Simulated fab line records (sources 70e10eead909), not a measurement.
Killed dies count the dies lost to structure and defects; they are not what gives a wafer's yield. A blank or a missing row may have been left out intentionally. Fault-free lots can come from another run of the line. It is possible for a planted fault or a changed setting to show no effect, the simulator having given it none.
fab line records	flow nand_harc	part 1 of 2: steps 1 to 25 of 34
record: lots: 5	wafers: 15	last_day: 33
route steps=1302 shown A_SLIT@944 A_SIN_REMOVE@947 A_WL_FILL@952 A_CONTACT@983
lots that met no fault: taken from a fault-free run of the same line
start_h: start of the lot's first displayed wafer, in hours after the record's first day	wait_h: time in hours since the lot's previous step	" same as the row above	L1.1+2: one row covering several wafers at once	- value missing, or start not given	* or withheld: withheld	< > ~ a bound
route shown NAME@n: names a module that has steps shown in the file, with the first one's number in the route	usual: average and standard deviation across the fault-free wafers	same: alike in all rows	chamber/n: place in a boat	sites: readings site by site	_std_site: how widely they spread, as a standard deviation	_edge_site: the outer-site mean with the inner-site mean subtracted	radius_mm: for every site, how far away it sits from the centre of the wafer	mask NAME#n: copy n	behind: the most recent tool/chamber to have shaped the wafer	hold: cause of the lot's hold/its duration in hours/its outcome	device: the transistor (n, p or np) that didn't switch	end of line: at the end of the route, the tests of the same wafers	a step with no rows: only its recipe	killed: at the first sort, the dies lost to defects and structure; wafer yield is something else	map: per-die view of a wafer (x killed, . not killed, _ where there is no die)
set.NAME: the run value of the setting; set.NAME@STEP: its run value at that earlier step	model.NAME: the simulator's own value behind a step, which no gauge read
lots at some steps of the route; a table a step, a row a wafer
services: when a tool's chamber went out of use (start_h, in hours from the record's first day, below 0 if earlier), for how many hours, and the reason
== steps ==
step: NHARC_A_SLIT_PRECLEAN_19
recipe: time_s: *	temp_c: 50	bath_age_min: 0	chemistry: SC1
usual: h2o2_flow_mL_min: 56.61/0.18
lot.wafer	tool	chamber	start_h	wait_h	h2o2_flow_mL_min
L077.6	wet_bench-05	7	480.00	-	57.03
L077.4	"	1	"	"	56.53
L077.2	"	4	"	"	56.58
L085.4	wet_bench-05	1	565.39	-	56.35
L085.3	"	3	"	"	56.45
L085.5	"	5	"	"	56.39
L088.1	wet_bench-03	1	603.09	-	56.39
L088.6	"	3	"	"	56.31
L088.4	"	4	"	"	56.60
L093.6	wet_bench-05	5	647.50	-	56.84
L093.4	"	0	"	"	56.34
L093.5	"	2	"	"	56.40
L095.5	wet_bench-07	2	675.43	-	56.59
L095.2	"	4	"	"	56.37
L095.1	"	6	"	"	56.61
step: NHARC_A_SLIT_SRD_20
lot.wafer	tool	chamber	start_h	wait_h
L077.6+4+2	wet_bench-05	7,1,4	-	-
L085.4+3+5	wet_bench-05	1,3,5	-	-
L088.1+6+4	wet_bench-03	1,3,4	-	-
L093.6+4+5	wet_bench-05	5,0,2	-	-
L095.5+2+1	wet_bench-07	2,4,6	-	-
step: NHARC_A_SLIT_CD_MEAS_21
usual: cd_nm: 289.6/0.76
lot.wafer	tool	chamber	start_h	wait_h	cd_nm
L077.2	cd_sem-03	-	480.14	-	289.8
L077.4	"	-	"	"	289.6
L077.6	"	-	"	"	290.2
L085.3	cd_sem-01	-	565.53	-	288.1
L085.4	"	-	"	"	288.7
L085.5	"	-	"	"	287.9
L088.1	cd_sem-03	-	603.23	-	289.4
L088.4	"	-	"	"	289.5
L088.6	"	-	"	"	289.6
L093.4	cd_sem-02	-	647.64	-	289.1
L093.5	"	-	"	"	289.9
L093.6	"	-	"	"	291.1
L095.1	cd_sem-01	-	675.57	-	289.4
L095.2	"	-	"	"	289.6
L095.5	"	-	"	"	290.3
step: NHARC_A_SIN_REMOVE_WET_00
recipe: temp_c: 160	time_s: 15300	chemistry: H3PO4
lot.wafer	tool	chamber	start_h	wait_h
L077.2+4+6	wet_h3po4-01	0	481.81	1.7
L085.3+4+5	wet_h3po4-01	1	567.00	1.5
L088.1+4+6	wet_h3po4-01	1	604.90	1.7
L093.4+5+6	wet_h3po4-01	1	649.31	1.7
L095.1+2+5	wet_h3po4-01	0	677.19	1.6
step: NHARC_A_SIN_REMOVE_PRECLEAN_01
recipe: time_s: *	temp_c: 50	bath_age_min: 0	chemistry: SC1
usual: h2o2_flow_mL_min: 56.62/0.18
lot.wafer	tool	chamber	start_h	wait_h	h2o2_flow_mL_min
L077.2	wet_bench-06	1	486.57	0.0	56.33
L077.4	"	4	"	"	56.56
L077.6	"	5	"	"	56.80
L085.5	wet_bench-02	5	571.90	0.0	56.62
L085.4	"	6	"	"	56.43
L085.3	"	7	"	"	56.90
L088.1	wet_bench-06	6	609.64	0.0	56.54
L088.4	"	7	"	"	56.75
L088.6	"	0	"	"	56.38
L093.4	wet_bench-04	6	654.05	0.0	56.75
L093.5	"	1	"	"	56.61
L093.6	"	2	"	"	56.93
L095.2	wet_bench-04	7	681.83	0.0	56.42
L095.5	"	3	"	"	56.56
L095.1	"	4	"	"	56.23
step: NHARC_A_SIN_REMOVE_SRD_02
lot.wafer	tool	chamber	start_h	wait_h
L077.2+4+6	wet_bench-06	1,4,5	-	-
L085.5+4+3	wet_bench-02	5,6,7	-	-
L088.1+4+6	wet_bench-06	6,7,0	-	-
L093.4+5+6	wet_bench-04	6,1,2	-	-
L095.2+5+1	wet_bench-04	7,3,4	681.90	0.1
step: NHARC_A_SIN_REMOVE_INSPECT_04
usual: raw_defect_count: 366/78
lot.wafer	tool	chamber	start_h	wait_h	raw_defect_count
L077.2	defect_inspect-02	-	486.74	0.0	460
L077.4	"	-	"	"	372
L077.6	"	-	"	"	394
L085.3	defect_inspect-02	-	572.08	0.0	464
L085.4	"	-	"	"	306
L085.5	"	-	"	"	303
L088.1	defect_inspect-01	-	609.80	0.0	375
L088.4	"	-	"	"	461
L088.6	"	-	"	"	355
L093.4	defect_inspect-01	-	654.23	0.0	411
L093.5	"	-	"	"	378
L093.6	"	-	"	"	387
L095.1	defect_inspect-02	-	682.05	0.0	256
L095.2	"	-	"	"	463
L095.5	"	-	"	"	388
step: NHARC_A_WL_FILL_ALD_00
recipe: target_thk_a: 30	pulse_time_s: 3	ald_cycles: 30	temp_c: 300	material: Al2O3
usual: heater_power_outer_w: 264/24	heater_power_w: 465/44	precursor_pulse_height_rel: 1.000/0.02
lot.wafer	tool	chamber	start_h	wait_h	heater_power_outer_w	heater_power_w	precursor_pulse_height_rel
L077.2	ald_hk-03	0	486.81	0.1	268	467	0.988
L077.4	"	2	"	"	241	413	0.995
L077.6	"	0	"	"	271	476	0.998
L085.3	ald_hk-03	2	572.14	0.1	240	413	0.984
L085.4	"	3	"	"	271	474	0.991
L085.5	"	2	"	"	246	417	0.948
L088.1	ald_hk-04	0	609.93	0.1	286	522	0.968
L088.4	"	1	"	"	281	493	0.967
L088.6	"	3	"	"	301	531	1.030
L093.4	ald_hk-02	3	654.38	0.1	254	441	1.011
L093.6	"	0	"	"	217	410	0.962
L093.5	"	1	"	"	237	422	0.990
L095.1	ald_hk-03	1	682.25	0.2	233	429	1.012
L095.2	"	2	"	"	240	417	0.986
L095.5	"	0	"	"	264	469	0.991
step: NHARC_A_WL_FILL_RTA_01
recipe: temp_c: 1000	time_s: 5
usual: lamp_power_pct: 27.6/1.3	wafer_temp_C_max: 1005.2/1.7
lot.wafer	tool	chamber	start_h	wait_h	lamp_power_pct	wafer_temp_C_max
L077.2	rtp_anneal-01	0	487.10	-	26.2	1004.5
L077.4	"	0	"	"	26.2	1003.1
L077.6	"	0	"	"	26.2	1003.7
L085.3	rtp_anneal-01	0	572.46	-	26.2	1005.0
L085.4	"	0	"	"	26.2	1003.4
L085.5	"	0	"	"	26.2	1003.3
L088.1	rtp_anneal-02	0	610.14	-	28.7	1006.2
L088.4	"	0	"	"	28.7	1007.0
L088.6	"	0	"	"	28.7	1008.0
L093.4	rtp_anneal-01	0	654.65	-	26.2	1003.6
L093.5	"	0	"	"	26.2	1003.4
L093.6	"	0	"	"	26.2	1004.7
L095.1	rtp_anneal-02	0	682.49	-	28.7	1006.9
L095.2	"	0	"	"	28.7	1007.2
L095.5	"	0	"	"	28.7	1006.2
step: NHARC_A_WL_FILL_ALD_02
recipe: target_thk_a: 20	pulse_time_s: 3	ald_cycles: 100	temp_c: 450	material: TiN
usual: heater_power_outer_w: 700/53	heater_power_w: 1070/89	precursor_pulse_height_rel: 0.997/0.018
lot.wafer	tool	chamber	start_h	wait_h	heater_power_outer_w	heater_power_w	precursor_pulse_height_rel
L077.4	ald_metal-01	1	487.32	0.1	681	1072	1.010
L077.2	"	2	"	"	668	1037	0.989
L077.6	"	0	"	"	748	1099	0.996
L085.3	ald_metal-01	2	572.69	0.2	728	1093	0.993
L085.4	"	3	"	"	761	1219	1.004
L085.5	"	1	"	"	673	1068	0.996
L088.1	ald_metal-03	3	610.39	0.2	597	902	0.977
L088.4	"	0	"	"	695	1046	1.031
L088.6	"	3	"	"	573	887	0.993
L093.4	ald_metal-03	3	654.88	0.2	588	877	0.997
L093.6	"	2	"	"	734	1070	0.986
L093.5	"	3	"	"	589	886	1.010
L095.2	ald_metal-01	2	682.74	0.2	696	1109	1.013
L095.1	"	3	"	"	750	1213	1.012
L095.5	"	2	"	"	730	1094	0.967
step: NHARC_A_WL_FILL_CVD_03
recipe: target_thk_a: 400	temp_c: 300	pressure_torr: 40	wf6_flow_sccm: 40	h2_flow_sccm: 1600	ar_flow_sccm: 1560	time_s: 279	material: W
usual: chamber_pressure_Torr: 40.01/0.093	heater_power_outer_w: 234/47	heater_power_w: 445/79	mfc_ar_sccm: 1560/5	throttle_valve_pct: 7.75/0.22
lot.wafer	tool	chamber	start_h	wait_h	chamber_pressure_Torr	heater_power_outer_w	heater_power_w	mfc_ar_sccm	throttle_valve_pct
L077.2	cvd_w-02	1	487.78	0.1	39.87	216	443	1554	7.77
L077.4	"	1	"	"	39.97	213	437	1551	7.81
L077.6	"	0	"	"	40.06	177	366	1557	7.59
L085.4	cvd_w-01	0	573.16	0.2	40.10	297	556	1556	7.25
L085.3	"	1	"	"	40.02	207	383	1562	7.74
L085.5	"	1	"	"	39.99	212	380	1558	7.79
L088.1	cvd_w-02	0	610.84	0.1	40.02	176	371	1560	7.61
L088.4	"	1	"	"	40.13	217	437	1555	7.78
L088.6	"	0	"	"	39.95	179	371	1566	7.51
L093.4	cvd_w-01	0	655.38	0.2	40.03	303	572	1558	7.53
L093.5	"	0	"	"	39.83	296	544	1556	7.45
L093.6	"	1	"	"	39.99	210	385	1564	8.29
L095.1	cvd_w-01	1	683.14	0.1	40.02	211	374	1547	7.64
L095.2	"	0	"	"	39.95	292	561	1549	7.47
L095.5	"	0	"	"	39.88	299	547	1552	7.71
step: NHARC_A_WL_FILL_ETCHBACK_04
recipe: target_depth_a: 600	time_s: 120	chemistry: NF3
usual: drypump_motor_current_A: 5.6/0.43	oes_product_au: 0.999/0.0094
lot.wafer	tool	chamber	start_h	wait_h	drypump_motor_current_A	oes_product_au	rf_hours_counter_h
L077.2	rie_metal-02	0	488.10	0.3	5.9	1.006	1.0
L077.4	"	0	"	"	6.0	1.008	-
L077.6	"	1	"	"	5.2	0.994	-
L085.4	rie_metal-03	1	573.50	0.3	6.0	0.991	-
L085.3	"	0	"	"	6.2	1.004	-
L085.5	"	1	"	"	6.0	0.991	-
L088.1	rie_metal-02	1	611.16	0.3	5.2	1.001	3.6
L088.4	"	1	"	"	5.2	1.008	-
L088.6	"	0	"	"	6.0	1.016	-
L093.4	rie_metal-03	0	655.71	0.3	6.2	0.999	-
L093.6	"	0	"	"	6.2	0.997	-
L093.5	"	1	"	"	6.0	0.970	-
L095.1	rie_metal-02	1	683.52	0.3	5.2	0.997	1.1
L095.2	"	0	"	"	6.0	0.998	1.1
L095.5	"	1	"	"	5.2	0.989	-
step: NHARC_A_WL_FILL_ETCHBACK_05
recipe: target_depth_a: 220	time_s: 60	temp_c: 40	chemistry: Cl2/BCl3
usual: drypump_motor_current_A: 5.6/0.43	oes_product_au: 0.999/0.0086
lot.wafer	tool	chamber	start_h	wait_h	drypump_motor_current_A	oes_product_au	rf_hours_counter_h
L077.2	rie_metal-02	1	488.34	0.2	5.2	0.993	1.1
L077.4	"	0	"	"	5.9	1.011	-
L077.6	"	1	"	"	5.2	0.998	-
L085.3	rie_metal-03	0	573.70	0.1	6.2	0.992	-
L085.4	"	1	"	"	6.0	1.002	-
L085.5	"	1	"	"	6.0	0.992	-
L088.1	rie_metal-02	0	611.42	0.2	6.0	1.016	3.6
L088.4	"	1	"	"	5.2	1.001	-
L088.6	"	0	"	"	6.0	1.011	-
L093.4	rie_metal-03	1	655.92	0.2	6.0	0.989	-
L093.5	"	0	"	"	6.2	1.013	-
L093.6	"	1	"	"	6.0	0.992	-
L095.1	rie_metal-02	0	683.77	0.2	6.0	0.999	1.3
L095.2	"	1	"	"	5.2	1.001	1.3
L095.5	"	0	"	"	5.9	0.985	-
step: NHARC_A_WL_FILL_STRIP_27
recipe: power_w: 1500	temp_c: 250	time_s: 20	chemistry: N2/H2
usual: drypump_motor_current_A: 5.9/0.37	heater_power_w: 337/26
lot.wafer	tool	chamber	start_h	wait_h	drypump_motor_current_A	heater_power_w	rf_hours_counter_h
L077.2	plasma_asher-01	0	488.48	0.1	5.7	311	32
L077.4	"	1	"	"	5.7	383	-
L077.6	"	1	"	"	5.7	392	-
L085.4	plasma_asher-02	1	573.86	0.1	5.9	319	-
L085.3	"	0	"	"	6.6	358	-
L085.5	"	0	"	"	6.6	363	-
L088.1	plasma_asher-01	1	611.54	0.1	5.7	362	18
L088.4	"	0	"	"	5.7	306	-
L088.6	"	1	"	"	5.6	355	-
L093.4	plasma_asher-02	1	656.07	0.1	5.9	319	-
L093.6	"	1	"	"	6.0	318	-
L093.5	"	0	"	"	6.6	364	-
L095.2	plasma_asher-02	0	684.14	0.3	6.6	357	15
L095.1	"	1	"	"	5.9	310	15
L095.5	"	0	"	"	6.6	358	-
step: NHARC_A_WL_FILL_STRIP_28
recipe: time_s: 1200	temp_c: 72.5	chemistry: post_etch_residue_remover
lot.wafer	tool	chamber	start_h	wait_h
L077.4+2+6	wet_bench-09	2,3,5	488.66	0.1
L085.5+3+4	wet_bench-07	3,7,0	573.99	0.0
L088.6+1+4	wet_bench-01	3,6,0	611.72	0.1
L093.5+4+6	wet_bench-09	3,4,6	656.21	0.1
L095.2+1+5	wet_bench-07	5,6,7	684.33	0.2
step: NHARC_A_WL_FILL_PRECLEAN_06
recipe: time_s: 300	chemistry: DIW
lot.wafer	tool	chamber	start_h	wait_h
L077.4+2+6	wet_bench-09	2,3,5	-	-
L085.5+3+4	wet_bench-07	3,7,0	-	-
L088.6+1+4	wet_bench-01	3,6,0	-	-
L093.5+4+6	wet_bench-09	3,4,6	-	-
L095.2+1+5	wet_bench-07	5,6,7	-	-
step: NHARC_A_WL_FILL_SRD_07
lot.wafer	tool	chamber	start_h	wait_h
L077.4+2+6	wet_bench-09	2,3,5	-	-
L085.5+3+4	wet_bench-07	3,7,0	-	-
L088.6+1+4	wet_bench-01	3,6,0	-	-
L093.5+4+6	wet_bench-09	3,4,6	-	-
L095.2+1+5	wet_bench-07	5,6,7	-	-
step: NHARC_A_WL_FILL_ANNEAL_08
recipe: temp_c: 450	time_s: 1800
usual: spike_tc_lower_C: 449.7/1.7
lot.wafer	tool	chamber	start_h	wait_h	spike_tc_lower_C
L077.2	furnace-01	0	492.74	-	450.8
L077.4	"	0	"	"	453.1
L077.6	"	0	"	"	450.7
L085.3	furnace-04	0	579.89	-	447.5
L085.4	"	0	"	"	449.1
L085.5	"	0	"	"	449.6
L088.1	furnace-02	0	615.31	-	450.7
L088.4	"	0	"	"	449.8
L088.6	"	0	"	"	450.7
L093.4	furnace-04	0	659.91	-	449.8
L093.5	"	0	"	"	447.9
L093.6	"	0	"	"	449.5
L095.1	furnace-01	0	689.55	-	450.2
L095.2	"	0	"	"	451.4
L095.5	"	0	"	"	449.9
step: NHARC_A_WL_FILL_ALD_10
recipe: target_thk_a: 500	pulse_time_s: 10	ald_cycles: 500	temp_c: 300	material: SiO2
usual: heater_power_outer_w: 261/23	heater_power_w: 461/44	precursor_pulse_height_rel: 0.997/0.019
lot.wafer	tool	chamber	start_h	wait_h	heater_power_outer_w	heater_power_w	precursor_pulse_height_rel
L077.4	ald_hk-03	1	494.22	0.0	244	443	1.026
L077.2	"	2	"	"	247	411	1.028
L077.6	"	2	496.78	2.6	243	410	0.988
L085.4	ald_hk-02	0	585.05	3.7	219	417	0.973
L085.3	"	1	"	"	239	415	0.989
L085.5	"	2	"	"	280	532	0.997
L088.1	ald_hk-03	3	617.84	1.1	292	481	0.986
L088.4	"	0	"	"	261	477	0.985
L088.6	"	1	"	"	229	431	1.003
L093.4	ald_hk-04	1	661.41	0.1	275	476	0.998
L093.5	"	1	665.61	4.2	269	477	1.015
L093.6	"	2	666.66	5.3	231	399	1.014
L095.1	ald_hk-03	2	692.05	1.1	242	407	0.988
L095.2	"	3	"	"	297	499	0.989
L095.5	"	0	"	"	264	468	0.993
step: NHARC_A_WL_FILL_ETCHBACK_16
recipe: target_depth_a: 1200	time_s: 24	c4f8_flow_sccm: withheld	o2_flow_sccm: 8	ar_flow_sccm: withheld	rf_w: 600	bias_w: 800	chemistry: C4F8/O2/Ar
usual: oes_product_au: 0.991/0.023	rf_vpp_V: 722/3.9
lot.wafer	tool	chamber	start_h	wait_h	oes_product_au	rf_hours_counter_h	rf_vpp_V
L077.2	rie_diel-01	1	-	-	1.005	3.4	718
L077.4	"	2	"	"	1.007	3.3	722
L077.6	"	0	"	"	1.007	-	727
L085.3	rie_diel-06	2	-	-	0.997	2.7	722
L085.4	"	3	"	"	1.007	2.8	719
L085.5	"	2	"	"	0.987	-	722
L088.4	rie_diel-11	2	-	-	1.005	0.1	720
L088.1	"	3	"	"	0.996	0.1	717
L088.6	"	2	"	"	1.003	-	718
L093.4	rie_diel-01	1	-	-	0.970	2.9	718
L093.5	"	3	"	"	0.965	-	724
L093.6	"	0	"	"	0.976	-	727
L095.1	rie_diel-01	0	-	-	0.969	3.8	727
L095.2	"	1	"	"	0.981	3.6	718
L095.5	"	3	"	"	0.994	-	721
step: NHARC_A_WL_FILL_STRIP_29
recipe: time_s: 20	o2_flow_sccm: 500	ar_flow_sccm: 0	bias_w: 0	chemistry: O2
usual: drypump_motor_current_A: 5.9/0.62	mfc_ar_sccm: 0.012/0.011	oes_product_au: 1.004/0.011	rf_vpp_V: 57.7/0.91	showerhead_plenum_p_Torr: 3.46/0.13	throttle_valve_pct: 17.038/0.0085
lot.wafer	tool	chamber	start_h	wait_h	drypump_motor_current_A	mfc_ar_sccm	oes_product_au	rf_hours_counter_h	rf_vpp_V	showerhead_plenum_p_Torr	throttle_valve_pct
L077.4	rie_diel-01	0	498.92	0.1	4.9	0.031	1.008	3.6	59.5	3.67	17.046
L077.2	"	3	"	"	5.8	0.010	1.010	3.3	56.8	3.49	17.039
L077.6	"	1	"	"	6.4	0	1.013	-	56.1	3.35	17.040
L085.3	rie_diel-06	2	588.78	0.1	5.8	0.011	0.990	2.7	57.2	3.51	17.035
L085.4	"	3	"	"	6.4	0.024	1.009	2.8	57.6	3.41	17.037
L085.5	"	2	"	"	5.9	0.011	0.991	-	57.8	3.51	17.037
L088.4	rie_diel-11	1	621.53	0.1	6.6	0.020	1.011	0.1	58.3	3.68	17.039
L088.1	"	3	"	"	4.9	0.029	1.009	0.1	55.8	3.32	17.036
L088.6	"	1	"	"	6.6	0.020	0.994	-	56.9	3.68	17.024
L093.4	rie_diel-01	2	669.36	0.1	5.3	0.010	0.985	2.8	57.5	3.46	17.047
L093.6	"	1	"	"	6.4	0	1.000	-	55.2	3.34	17.032
L093.5	"	2	"	"	5.3	0.010	1.006	-	56.5	3.46	17.037
L095.2	rie_diel-01	3	695.73	0.1	5.8	0.010	0.997	3.8	59.1	3.49	17.020
L095.1	"	1	"	"	6.4	0	0.996	3.6	57.0	3.34	17.031
L095.5	"	3	"	"	5.8	0.010	1.005	-	57.3	3.49	17.037
step: NHARC_A_WL_FILL_ETCHBACK_17
recipe: target_depth_a: 40	time_s: 26.7	chemistry: Cl2/BCl3
usual: drypump_motor_current_A: 5.4/0.45	oes_product_au: 1.000/0.0082
lot.wafer	tool	chamber	start_h	wait_h	drypump_motor_current_A	oes_product_au	rf_hours_counter_h
L077.2	rie_metal-01	0	499.02	-	5.2	1.007	1.7
L077.4	"	0	"	"	5.2	1.003	-
L077.6	"	0	"	"	5.2	1.014	-
L085.4	rie_metal-03	0	588.90	-	6.2	0.997	-
L085.3	"	1	"	"	6.0	0.990	-
L085.5	"	0	"	"	6.2	0.993	-
L088.1	rie_metal-01	0	621.63	-	5.2	1.005	0.6
L088.4	"	0	"	"	5.2	1.003	-
L088.6	"	0	"	"	5.2	1.001	-
L093.4	rie_metal-01	1	669.50	-	5.1	0.996	-
L093.5	"	0	"	"	5.2	0.998	-
L093.6	"	1	"	"	5.1	0.991	-
L095.1	rie_metal-01	0	695.82	-	5.2	1.000	1.3
L095.2	"	1	"	"	5.0	1.009	1.3
L095.5	"	1	"	"	5.0	1.004	-
step: NHARC_A_WL_FILL_PRECLEAN_18
recipe: time_s: 30	chemistry: dHF
lot.wafer	tool	chamber	start_h	wait_h
L077.4+2+6	wet_bench-07	1,2,3	499.22	0.1
L085.3+5+4	wet_bench-07	1,2,3	589.05	0.1
L088.4+6+1	wet_bench-07	0,1,4	621.80	0.1
L093.6+4+5	wet_bench-09	4,6,1	669.62	0.1
L095.1+2+5	wet_bench-09	5,7,0	696.00	0.2
step: NHARC_A_WL_FILL_SRD_21
lot.wafer	tool	chamber	start_h	wait_h
L077.4+2+6	wet_bench-07	1,2,3	499.24	0.0
L085.3+5+4	wet_bench-07	1,2,3	589.08	0.0
L088.4+6+1	wet_bench-07	0,1,4	621.83	0.0
L093.6+4+5	wet_bench-09	4,6,1	669.65	0.0
L095.1+2+5	wet_bench-09	5,7,0	696.03	0.0
step: NHARC_A_WL_FILL_CVD_23
recipe: target_thk_a: 400	temp_c: 620	pressure_mtorr: 200	time_s: 800	material: poly-Si
usual: spike_tc_lower_C: 619.0/1.2
lot.wafer	tool	chamber	start_h	wait_h	spike_tc_lower_C
L077.2	lpcvd_poly-03	0	501.69	2.4	617.3
L077.4	"	0	"	"	618.3
L077.6	"	0	"	"	616.9
L085.3	lpcvd_poly-02	0	591.42	2.3	618.9
L085.4	"	0	"	"	620.0
L085.5	"	0	"	"	618.8
L088.1	lpcvd_poly-03	0	624.28	2.4	618.3
L088.4	"	0	"	"	618.2
L088.6	"	0	"	"	618.1
L093.4	lpcvd_poly-01	0	672.09	2.4	620.7
L093.5	"	0	"	"	620.0
L093.6	"	0	"	"	619.7
L095.1	lpcvd_poly-03	0	699.25	3.2	617.6
L095.2	"	0	"	"	618.8
L095.5	"	0	"	"	618.9
